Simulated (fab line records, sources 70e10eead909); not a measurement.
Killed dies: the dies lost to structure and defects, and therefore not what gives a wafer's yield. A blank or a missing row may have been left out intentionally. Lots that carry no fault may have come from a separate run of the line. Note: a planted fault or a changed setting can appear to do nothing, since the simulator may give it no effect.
A lot that was struck, set against a sound lot ; flow nand harc ; 15 steps out of a route of 1159
Sound: the wafers L396.2, L396.4, L396.6. Wafers L398.3, L398.4, L398.6 were the ones struck. The cause is given at the end.
Per side, at each step with rows, come the tool, then ch with its chambers, and then its first start. Under that, the readings that differ: sound wafers ; struck wafers ; difference of the means ; sigmas: that difference in standard deviations of wafers without a fault.
alike: a reading whose means differ by less than 2 such deviations, as well as words and numbers matching on both sides. not compared: withheld readings; readings where some wafer has no value; bounds like >300 that might hide an equal value; numbers whose values overlap and for which the record gives no deviation.
A row with sigmas, a row that says differs or no value, or rows on one side alone: a step with any of these is where the two part. Non-overlapping numbers with no deviation appear without sigmas and do not part them. A reading missing from all wafers of one side parts the sides only when that side holds two or more wafers.

first, 8 steps without rows for these wafers: NHARC_P_M1_HMDS_02 (time 30 s); NHARC_P_M1_COAT_34 (time 65 s); NHARC_P_M1_COAT_03 (resist thk 90 nm); NHARC_P_M1_SOFTBAKE_04 (time 55 s); NHARC_P_M1_EBR_05; NHARC_P_M1_EXPOSE_06 (exposes mask P M1, target cd 130 nm); NHARC_P_M1_PEB_07 (peb time 65 s); NHARC_P_M1_DEVELOP_08 (develop time 35 s).
NHARC_P_M1_CD_MEAS_09 targets a cd of 130 nm.
  sound on cd sem-02 ch 0, day 9 04:28; struck on cd sem-03 ch 0, day 9 19:29
  alike: cd nm
NHARC_P_M1_OVL_MEAS_10: pitch 260 nm.
  sound on overlay-01, day 9 04:33; struck on overlay-02, day 9 19:35
  alike: overlay x nm, overlay y nm
NHARC_P_M1_INSPECT_11:
  sound on defect inspect-02, day 9 04:35; struck on defect inspect-02, day 9 19:38
  alike: raw defect count
NHARC_P_M1_DESCUM_14: chemistry O2, time 3 s.
  sound on rie diel-09 ch 1,2, day 9 04:40; struck on rie diel-09 ch 0,1, day 9 19:43
  alike: chamber pressure mTorr, drypump motor current A, o2 flow sccm, oes product au, rf vpp V, showerhead plenum p Torr, throttle valve pct
  not compared: rf hours counter h
NHARC_P_M1_ETCH_35: etches the open film in N2/H2, target depth 40 nm, overetch 12 nm, time 43.94 s.
  sound on rie diel-09 ch 0,1,2, day 9 04:45; struck on rie diel-09 ch 0,1, day 9 19:50
  no value came back on the struck wafers for any of 7 readings (bias w (W), chamber pressure mTorr (mTorr) and others); on the sound wafers bias w (W) reads 150.4 150.0 150.0
  not compared: rf hours counter h
NHARC_P_M1_ETCH_15: etches the open film in C4F8/Ar, target depth 182.5 nm, time 91.2 s.
  sound on rie diel-09 ch 0,1,3; struck on rie diel-09 ch 0,1, day 9 19:59
  alike: bias w, chamber pressure mTorr, oes product au, rf vpp V
  not compared: rf hours counter h
-- record jumps: 16 days between struck wafers' starts before vs after; left off in module P_M1, resumes in module END, first step shown is number 1159 of the route --
NHARC_END_SORT_01:
  sound on prober-01 ch 0, day 25 03:55; struck on prober-02 ch 0, day 25 20:18
reading;sound;struck;difference;sigmas
defect limited yield (%);96.9 94.5 95.9;0 0 0;-96;-56
killed at periphery;1 2 1;648 641 644;+643;+99 or more
killed dies;21 37 28;677 677 677;+648;+54
sort_bin_2_pct (%);1.3 1.2 1.5;97.2 96.5 97.0;+95.6;+99 or more
sort n pass;656 640 649;0 0 0;-648;-54
sort rim yield pct (%);100.0 97.2 99.1;0 0 0;-99;-55
sort yield pct (%);96.9 94.5 95.9;0 0 0;-96;-56
  alike: killed at array, killed at other, killed open, killed short, sort_bin_3_pct, sort_bin_4_pct

== WHERE THEY PART ==
First at NHARC_P_M1_ETCH_35; last, within this record, at NHARC_END_SORT_01.

WHY: whatever the simulator had introduced
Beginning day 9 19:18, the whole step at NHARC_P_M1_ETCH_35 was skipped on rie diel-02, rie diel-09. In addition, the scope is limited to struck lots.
